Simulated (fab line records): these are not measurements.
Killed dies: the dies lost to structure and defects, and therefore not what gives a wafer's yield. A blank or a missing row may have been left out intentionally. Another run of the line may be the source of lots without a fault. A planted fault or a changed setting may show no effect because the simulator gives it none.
Struck lot and sound lot, side by side ; flow n5_finfet ; 36 out of 1938 route steps
Sound: the wafers L576.1, L576.3, L576.6. Struck: wafer L573.3 (L573.2, L573.5, from the same lot, were not struck and are left out); the cause is given at the end.
Order at every step that has rows: each side's tool, ch and its chambers, its first start. Under that, the readings that differ: sound wafers ; struck wafers ; difference of the means ; sigmas: that difference in standard deviations of wafers without a fault.
alike: same words and numbers on both sides, and readings whose means sit less than 2 such deviations apart. not compared: any withheld reading, any reading some wafer has no value for, any bound like >300 that may hide the same value, and any number with overlapping values for which the record gives no deviation.
A row with sigmas, a row that says differs or no value, or rows on one side alone: a step with any of these is where the two part. Non-overlapping numbers with no deviation appear without sigmas and do not part them. Lack of a reading on every wafer of one side parts them only where that side has two or more wafers.

first, 11 steps without rows for these wafers: N5_BEOL_M0_SPUTTER_132 (material Cu, target thk 4 nm, time 7.37 s); N5_BEOL_M0_ANNEAL_133 (time 60 s); N5_BEOL_M0_SPUTTER_134 (material Cu, target thk 4 nm, time 7.37 s); N5_BEOL_M0_ANNEAL_135 (time 60 s); N5_BEOL_M0_SPUTTER_141 (material Cu, target thk 4 nm, time 7.37 s); N5_BEOL_M0_ECD_118 (material Cu, target thk 300 nm); N5_BEOL_M0_ANNEAL_119 (time 90 s); N5_BEOL_M0_CMP_120 (polishes, stops on SiOC, t overpolish 6.9 s); N5_BEOL_M0_PRE_CLEAN_131 (time 15 s); N5_BEOL_M0_CO_CAP_123 (material Co, precursor CCTBA/H2, target thk 2 nm, time 102.1 s); N5_BEOL_M0_PRE_CLEAN_124 (time 15 s).
N5_BEOL_M0_DEP_125: deposits SiCN from 3MS/NH3, target thk 8 nm, time 14 s.
  sound on pecvd-04 ch 0,1, day 11 23:31; struck on pecvd-03 ch 0, day 10 20:02
reading;sound;struck;difference;sigmas
model.SiCN_of_BEOL_M0_DEP_125.thk_nm (nm);7.8 7.6 8;11.4;+3.6;
  alike: showerhead_plenum_p_Torr, throttle_valve_pct
then, 22 steps without rows for these wafers: N5_BEOL_M1_ILD_DEP_00 (deposits SiOC from DEMS/O2, target thk 79 nm, time 15.3 s); N5_BEOL_M1_PECVD_72 (deposits SiO2 from TEOS/O2, target thk 16 nm, time 18 s); N5_BEOL_M1_HM_DEP_02 (deposits TiN, target thk 20 nm); N5_BEOL_M1_COAT_61 (time 60 s, resist thk 60 nm); N5_BEOL_M1_COAT_62 (time 60 s, resist thk 12 nm); N5_BEOL_M1_COAT_73 (time 60 s, resist thk 5 nm); N5_BEOL_M1_COAT_05 (resist thk 30 nm); N5_BEOL_M1_EBR_07; N5_BEOL_M1_SOFTBAKE_06 (time 60 s); N5_BEOL_M1_EXPOSE_08 (exposes mask M1); N5_BEOL_M1_PEB_09 (peb time 60 s); N5_BEOL_M1_DEVELOP_10 (develop time 30 s); N5_BEOL_M1_DESCUM_16 (chemistry O2, time 7 s); N5_BEOL_M1_ETCH_74 (etches underlayer in N2/H2, target depth 6.5 nm, time 5.2 s); N5_BEOL_M1_ETCH_63 (etches SiARC in CF4, target depth 15.6 nm, time 26 s); N5_BEOL_M1_ETCH_64 (etches SOC in N2/H2, target depth 75 nm, overetch 15 nm, time 112.5 s); N5_BEOL_M1_STRIP_65 (strips in N2/H2); N5_BEOL_M1_STRIP_75 (strips in N2/H2); N5_BEOL_M1_STRIP_66 (strips in CF4); N5_BEOL_M1_HM_OPEN_17 (chemistry Cl2/BCl3, target TiN, target depth 20 nm, overetch 6 nm); N5_BEOL_M1_STRIP_19 (strips in O2); N5_BEOL_M1_COAT_67 (time 60 s, resist thk 60 nm).
N5_BEOL_M1_CMP_52: polishes, stops on SiOC, t overpolish 6.8 s, target thk 40 nm.
  sound on cmp-03 ch 1,2,3, day 12 08:03; struck on cmp-02 ch 2, day 11 07:47
reading;sound;struck;difference;sigmas
overpolish_run_s (s);6.817 6.799 6.804;6.780;-0.027;-3
model.Cu_of_BEOL_M1_ECD_50.thk_nm (nm);40 36.8 39.4;44;+5;
  alike: barrier_field_endpoint_s, clearing_platen_down_force_psi, edge_zone_pressure_frac, motor_current_A, time_to_endpoint_s
-- here the record skips 4 days between the struck wafers' starts before and after, leaving off in module BEOL_M1 and picking up in module BEOL_M4 (first step shown: number 1111 of the route) --
N5_BEOL_M4_RC_MEAS_101:
  sound on prober-02 ch 0, day 15 11:35; struck on prober-01 ch 0, day 14 23:59
  alike: DIBL_N, DIBL_P, IOFF_N, IOFF_P, ION_N, ION_P, SS_N, SS_P, VT_N, VT_P

WHERE THEY PART
Only at N5_BEOL_M1_CMP_52, within this record. Later steps at which nothing parts them and some readings are alike: N5_BEOL_M4_RC_MEAS_101.

WHY: what had been put in by the simulator
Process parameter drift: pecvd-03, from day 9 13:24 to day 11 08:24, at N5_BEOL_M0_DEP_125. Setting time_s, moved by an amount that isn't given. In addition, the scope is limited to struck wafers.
